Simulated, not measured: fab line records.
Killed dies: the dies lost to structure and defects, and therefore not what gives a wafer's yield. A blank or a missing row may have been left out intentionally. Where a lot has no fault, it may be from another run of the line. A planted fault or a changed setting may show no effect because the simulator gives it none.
Chamber matching / flow n5 finfet / N5_BEOL_M0_SAQP_ILD_DEP_01 on pecvd-03 has 3 sister chambers
The step deposits SiOC from DEMS/O2, target thk 45.419 nm, time 8.7 s. 6 wafers are shown with their chamber, then 8 later ones without.

## WAFERS PAIRED WITH THEIR CHAMBERS
wafer=L077.5; chamber=1; heater power w (W)=499; showerhead plenum p Torr (Torr)=5.728
wafer=L089.1; chamber=2; heater power w (W)=361; showerhead plenum p Torr (Torr)=5.696
wafer=L089.5; chamber=2; heater power w (W)=366; showerhead plenum p Torr (Torr)=5.685
wafer=L090.4; chamber=0; heater power w (W)=571; showerhead plenum p Torr (Torr)=5.689
wafer=L090.6; chamber=1; heater power w (W)=504; showerhead plenum p Torr (Torr)=5.725
wafer=L095.1; chamber=0; heater power w (W)=498; showerhead plenum p Torr (Torr)=5.696

## WAFERS WHOSE CHAMBER IS MISSING
wafer=L095.4; heater power w (W)=508; showerhead plenum p Torr (Torr)=5.726
wafer=L095.5; heater power w (W)=504; showerhead plenum p Torr (Torr)=5.742
wafer=L096.2; heater power w (W)=482; showerhead plenum p Torr (Torr)=5.686
wafer=L096.4; heater power w (W)=486; showerhead plenum p Torr (Torr)=5.690
wafer=L096.6; heater power w (W)=564; showerhead plenum p Torr (Torr)=5.728
wafer=L097.4; heater power w (W)=433; showerhead plenum p Torr (Torr)=5.682
wafer=L097.5; heater power w (W)=508; showerhead plenum p Torr (Torr)=5.697
wafer=L097.6; heater power w (W)=553; showerhead plenum p Torr (Torr)=5.720

## EACH ONE'S CHAMBER
wafer=L095.4; from the rows above=1; in truth=1
wafer=L095.5; from the rows above=1; in truth=1
wafer=L096.2; from the rows above=can't be placed: 0 or 2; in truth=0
wafer=L096.4; from the rows above=0; in truth=0
wafer=L096.6; from the rows above=1; in truth=1
wafer=L097.4; from the rows above=can't be placed: 2 or 0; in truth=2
wafer=L097.5; from the rows above=0; in truth=0
wafer=L097.6; from the rows above=1; in truth=1
Placed correctly: 6 of 8. Unplaceable from these rows: 2, with the true chamber sitting among the candidates in 2. Wrongly placed: 0.
How it was worked out, from the rows above alone: a wafer's distance from a chamber is the root of the sum, over the readings, of the square of ((its reading less the chamber's mean) divided by the reading's scatter). The wafer belongs to the nearest chamber; if the next one is less than 2 further off, it can't be placed. A chamber's mean is the mean of its shown wafers. The scatter is the square root of a quotient: the sum, over the shown wafers, of each reading's squared deviation from its chamber's mean, divided by wafers minus chambers.
